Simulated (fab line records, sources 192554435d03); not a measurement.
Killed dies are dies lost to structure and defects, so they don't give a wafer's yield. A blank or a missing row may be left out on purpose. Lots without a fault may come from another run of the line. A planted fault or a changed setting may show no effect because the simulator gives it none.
fab line records | flow n5_finfet
record lots=7 wafers=18 last_day=17
route steps=1938 shown PASSIVATION@1910
lots that met no fault: from a run of the same line without faults
start_h: hours from the record's first day to the start of the lot's first wafer shown | wait_h: hours since the lot's step before | " the same as in the row above | L1.1+2: a row that stands for several wafers | - no value, or no start given | * or withheld: withheld | < > ~ a bound
route shown NAME@n: a module of which the file shows steps, and the number in the route of the first | usual: mean/standard deviation of fault-free wafers | same: alike in all rows | chamber/n: place in a boat | sites: the reading at each site | _std_site: their standard deviation | _edge_site: outer sites' mean less inner sites' | radius_mm: how far each site lies from the wafer's centre | mask NAME#n: copy n | behind: the tool/chamber that last shaped the wafer | hold: why the lot was held/for how many hours/how that ended | device: the transistor (n, p or np) that didn't switch | end of line: the same wafers' tests at the end of the route | a step without rows: its recipe alone | killed: dies lost to structure and defects at the first sort, not the wafer's yield | map: a wafer's dies, x killed, . not, _ none there
set.NAME: the setting as run; set.NAME@STEP: as run at that earlier step | model.NAME: the simulator's own value behind a step, which no gauge read
lots at some steps of the route; a table a step, a row a wafer
services: from which hour (start_h, from the record's first day; less than 0 if before it) a tool's chamber was out of use, for how many hours, and why
## steps
# step N5_PASSIVATION_ETCH_59
# recipe chemistry=Cl2/BCl3 target=TaN target_depth_a=650 time_s=34.9 ion_energy_ev=100 pressure_mtorr=10 icp_w=900 bias_w=100 Cl2_flow_sccm=60 bcl3_flow_sccm=30
# usual chamber_pressure_mTorr=10.000/0.0085 drypump_motor_current_A=5.55/0.29 oes_product_au=0.76/0.086 rf_fwd_power_W=893/3 throttle_valve_pct=21.15/0.16
# columns lot.wafer tool chamber start_h wait_h chamber_pressure_mTorr drypump_motor_current_A oes_product_au rf_fwd_power_W rf_hours_counter_h throttle_valve_pct
L442.1 rie_metal-01 0 267.93 0.3 10.000 6.05 0.70 891 79 21.21
L442.4 " 1 " " 9.992 5.65 0.93 891 - 21.22
L442.5 " 1 " " 9.988 5.65 0.93 890 - 21.20
L447.3 rie_metal-03 1 297.73 0.2 10.006 5.11 0.74 895 - 21.19
L447.4 " 0 " " 10.003 5.76 0.72 888 - 21.17
L447.5 " 0 " " 9.996 5.75 0.72 890 - 21.17
L453.1 rie_metal-03 0 344.10 0.3 9.989 5.74 0.72 886 71 21.17
L453.3 " 1 " " 10.005 5.12 0.74 894 - 21.18
L453.5 " 1 " " 9.998 5.12 0.74 891 - 21.20
L457.3 rie_metal-03 1 374.92 0.2 9.988 5.15 0.73 894 - 21.20
L457.4 " 0 " " 9.991 5.73 0.71 889 - 21.18
L459.2 rie_metal-03 0 384.24 0.3 10.013 5.76 0.70 891 74 21.20
L459.5 " 0 " " 9.993 5.76 0.71 889 - 21.20
L461.4 rie_metal-03 0 399.45 0.2 9.997 5.75 0.70 891 - 21.19
L461.5 " 0 " " 10.000 5.75 0.70 890 - 21.21
L464.2 rie_metal-03 1 413.26 0.6 9.994 5.12 0.72 896 - 21.22
L464.5 " 1 " " 10.002 5.14 0.72 897 - 21.22
L464.6 " 1 " " 10.005 5.12 0.71 895 - 21.22
# step N5_PASSIVATION_STRIP_34
# recipe chemistry=O2 power_w=600 temp_c=60 pressure_mtorr=30 rf_frequency_hz=6e+07 bias_power_w=0 overash_fraction=2 o2_flow_sccm=225
# usual chamber_pressure_mTorr=30.00/0.082 drypump_motor_current_A=5.7/0.41 oes_product_au=0.81/0.054 rf_vpp_V=3.7/1.6 showerhead_plenum_p_Torr=2.12/0.069 throttle_valve_pct=16.57/0.25
# columns lot.wafer tool chamber start_h wait_h chamber_pressure_mTorr drypump_motor_current_A oes_product_au rf_hours_counter_h rf_vpp_V showerhead_plenum_p_Torr throttle_valve_pct
L442.1 rie_diel-02 3 268.05 0.1 29.87 4.9 0.76 122 2.8 2.12 16.41
L442.4 " 1 " " 30.04 5.7 0.93 17 6.7 2.13 16.18
L442.5 " 2 " " 29.93 5.6 0.98 - 2.5 2.06 16.36
L447.3 rie_diel-06 2 297.81 0.1 30.03 5.1 0.81 71 3.0 2.12 16.31
L447.4 " 3 " " 30.10 5.8 0.79 114 4.6 2.18 16.41
L447.5 " 3 " " 30.03 5.7 0.81 - 3.8 2.18 16.36
L453.1 rie_diel-06 1 344.32 0.2 29.99 6.1 0.73 161 0.7 2.03 16.87
L453.3 " 3 " " 29.85 5.8 0.80 131 3.7 2.17 16.44
L453.5 " 0 " " 30.01 6.1 0.78 - 7.5 2.21 16.38
L457.3 rie_diel-02 1 375.04 0.1 29.87 5.7 0.89 45 4.2 2.12 16.27
L457.4 " 3 " " 29.97 4.9 0.74 150 3.6 2.11 16.43
L459.2 rie_diel-02 3 384.36 0.1 29.96 4.9 0.74 154 3.8 2.11 16.49
L459.5 " 2 " " 30.02 5.6 0.87 - 6.0 2.05 16.46
L461.4 rie_diel-02 2 399.53 0.1 30.15 5.6 0.86 46 6.2 2.05 16.44
L461.5 " 3 " " 30.05 4.9 0.74 - 3.4 2.11 16.42
L464.2 rie_diel-02 3 413.44 0.1 30.02 4.9 0.76 163 2.5 2.10 16.48
L464.5 " 0 " " 30.01 6.4 0.82 - 2.8 2.02 16.89
L464.6 " 1 " " 30.06 5.7 0.85 - 7.1 2.11 16.29
# step N5_PASSIVATION_STRIP_51
# recipe chemistry=post_etch_residue_remover time_s=1200 temp_c=72.5
# step N5_PASSIVATION_CLEAN_69
# recipe chemistry=IPA time_s=180 temp_c=25
# step N5_PASSIVATION_SRD_70
# recipe dry=ipa_marangoni time_s=30 temp_c=23 rinse_liquid=diw
# step N5_PASSIVATION_PECVD_53
# recipe material=SiO2 target_thk_a=8000 temp_c=400 precursor=TEOS/O2 pressure_torr=6.5 rf_w=withheld teos_flow_sccm=withheld gas=O2 flow_sccm=2650 time_s=169.4
# step N5_PASSIVATION_PECVD_35
# recipe material=SiNx target_thk_a=7000 temp_c=400 precursor=SiH4/NH3/N2 pressure_torr=4.9 rf_w=1406 time_s=151.3
# usual heater_power_w=361/120 rf_fwd_power_W=1399/4.4 showerhead_plenum_p_Torr=8.68/0.054 throttle_valve_pct=28.7/1.4
# columns lot.wafer tool chamber start_h wait_h heater_power_w rf_fwd_power_W showerhead_plenum_p_Torr throttle_valve_pct
L442.1 pecvd-04 1 268.72 0.1 355 1403 8.65 29.5
L442.4 " 0 " " 289 1405 8.61 29.1
L442.5 " 1 " " 263 1402 8.65 29.6
L447.3 pecvd-03 1 298.42 0.1 405 1398 8.71 30.0
L447.4 " 1 " " 461 1405 8.70 29.9
L447.5 " 0 " " 287 1397 8.64 30.2
L453.1 pecvd-04 1 345.09 0.1 253 1396 8.66 29.4
L453.3 " 0 " " 365 1403 8.59 29.1
L453.5 " 2 " " 274 1392 8.69 26.9
L457.3 pecvd-03 0 375.66 0.1 345 1396 8.65 30.3
L457.4 " 0 " " 389 1399 8.65 30.2
L459.2 pecvd-04 1 384.97 0.1 338 1404 8.62 29.4
L459.5 " 2 " " 221 1403 8.70 27.1
L461.4 pecvd-03 0 400.25 0.1 419 1399 8.67 30.4
L461.5 " 0 " " 290 1395 8.65 30.1
L464.2 pecvd-04 0 414.05 0.1 356 1403 8.58 29.2
L464.5 " 1 " " 304 1403 8.65 29.5
L464.6 " 2 " " 249 1400 8.70 27.1
# step N5_PASSIVATION_HMDS_37
# recipe time_s=60 temp_c=120
# step N5_PASSIVATION_COAT_38
# recipe spin_rpm=3000 resist_thk_nm=withheld
# step N5_PASSIVATION_EBR_40
# recipe solvent=PGMEA ebr_width_mm=1.5
# step N5_PASSIVATION_SOFTBAKE_39
# recipe temp_c=110 time_s=120
# step N5_PASSIVATION_EXPOSE_41
# recipe mask_id=PASS_OPEN na=0.55 defocus_nm=0 source_shape=conventional sigma_outer=0.8 polarization=unpolarized target_cd_nm=40000 dose_mj=57.25
# step N5_PASSIVATION_PEB_42
# recipe peb_temp_c=withheld peb_time_s=*
# usual resist_line_temp_C=*
# columns lot.wafer tool chamber start_h wait_h resist_line_temp_C
L442.1 litho_track-02 0 269.08 0.1 *
L442.4 " 0 " " *
L442.5 " 0 " " *
L447.3 litho_track-05 0 298.86 0.0 *
L447.4 " 0 " " *
L447.5 " 0 " " *
L453.1 litho_track-01 0 345.53 0.1 *
L453.3 " 0 " " *
L453.5 " 0 " " *
L457.3 litho_track-02 0 376.09 0.0 *
L457.4 " 0 " " *
L459.2 litho_track-02 0 385.41 0.0 *
L459.5 " 0 " " *
L461.4 litho_track-02 0 400.57 0.0 *
L461.5 " 0 " " *
L464.2 litho_track-05 0 414.37 0.0 *
L464.5 " 0 " " *
L464.6 " 0 " " *
# step N5_PASSIVATION_DEVELOP_43
# recipe develop_time_s=60 rinse_liquid=diw dry=air_spin dev_temp_c=21
# step N5_PASSIVATION_HARDBAKE_45
# recipe temp_c=130 time_s=120
# step N5_PASSIVATION_CD_MEAS_44
# recipe target_cd_nm=40000 landing_energy_ev=500 detector=se_inlens
# usual cd_nm=40001/3
# columns lot.wafer tool chamber start_h wait_h cd_nm
L442.1 cd_sem-03 0 269.20 - 39999
L442.4 " 0 " " 39997
L442.5 " 0 " " 39998
L447.3 cd_sem-02 0 298.98 - 40001
L447.4 " 0 " " 40003
L447.5 " 0 " " 40002
L453.1 cd_sem-01 0 345.65 - 39997
L453.3 " 0 " " 40003
L453.5 " 0 " " 40003
L457.3 cd_sem-01 0 376.22 - 40001
L457.4 " 0 " " 40022
L459.2 cd_sem-02 0 385.53 - 40019
L459.5 " 0 " " 40007
L461.4 cd_sem-02 0 400.69 - 40018
L461.5 " 0 " " 40000
L464.2 cd_sem-01 0 414.49 - 39999
L464.5 " 0 " " 40000
L464.6 " 0 " " 40000
# step N5_PASSIVATION_OVL_MEAS_66
# recipe points_per_wafer=44
# usual PASS_OPEN_OVL=0/6.4
# columns lot.wafer tool chamber start_h wait_h PASS_OPEN_OVL[nm]
L442.1 overlay-01 0 269.23 0.0 -4
L442.4 " 0 " " -6
L442.5 " 0 " " -9
L447.3 overlay-02 0 299.01 0.0 3
L447.4 " 0 " " 5
L447.5 " 0 " " -2
L453.1 overlay-01 0 345.68 0.0 -7
L453.3 " 0 " " -9
L453.5 " 0 " " -8
L457.3 overlay-02 0 376.24 0.0 -11
L457.4 " 0 " " 5
L459.2 overlay-01 0 385.56 0.0 -5
L459.5 " 0 " " -8
L461.4 overlay-02 0 400.72 0.0 8
L461.5 " 0 " " 6
L464.2 overlay-02 0 414.52 0.0 11
L464.5 " 0 " " 9
L464.6 " 0 " " 9
## services
# columns tool chamber start_h hours kind
pecvd-04 2 246.07 5.5 scheduled_down
pecvd-04 2 251.58 - clean
pecvd-04 2 251.58 - consumable_replace:showerhead
pecvd-04 2 251.58 29.0 scheduled_down
pecvd-04 2 251.58 29.0 vent_cycle
rie_metal-01 - 255.61 1.0 repair
pecvd-03 - 257.52 0.3 repair
litho_track-01 - 285.79 - consumable_replace:filter
rie_diel-06 - 307.32 2.8 pm
litho_track-05 - 315.18 - consumable_replace:filter
rie_diel-02 - 329.88 24.2 repair
pecvd-03 0 330.27 10.9 repair
pecvd-04 2 382.38 2.1 scheduled_down
pecvd-03 1 383.62 - clean
pecvd-03 1 383.62 - consumable_replace:showerhead
pecvd-03 1 383.62 29.0 scheduled_down
pecvd-03 1 383.62 29.0 vent_cycle
rie_diel-06 2 386.98 7.8 repair
rie_metal-01 - 395.15 0.6 repair
## key
first_sign step=N5_PASSIVATION_CD_MEAS_44 reading=cd_nm direction=up sigmas=4.7 usual=40001 struck=40020
effect none on later readings
met_at N5_PASSIVATION_PEB_42
struck_wafers L457.4,L459.2,L461.4
baseline_loss step=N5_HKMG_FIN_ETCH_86 wafers=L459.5
onset_between 269.08 376.09
fault kind=process_parameter_drift tool=litho_track-02 chamber=- onset_h=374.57 steps=N5_PASSIVATION_PEB_42 channel=peb_time_s offset=* shape=step end_h=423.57 scope=struck_wafers_only acts_in=* stated=*
# baseline_loss: these wafers lose ten dies or more at that step, a loss of the line's own and not of a fault; the sort's usual values leave them out
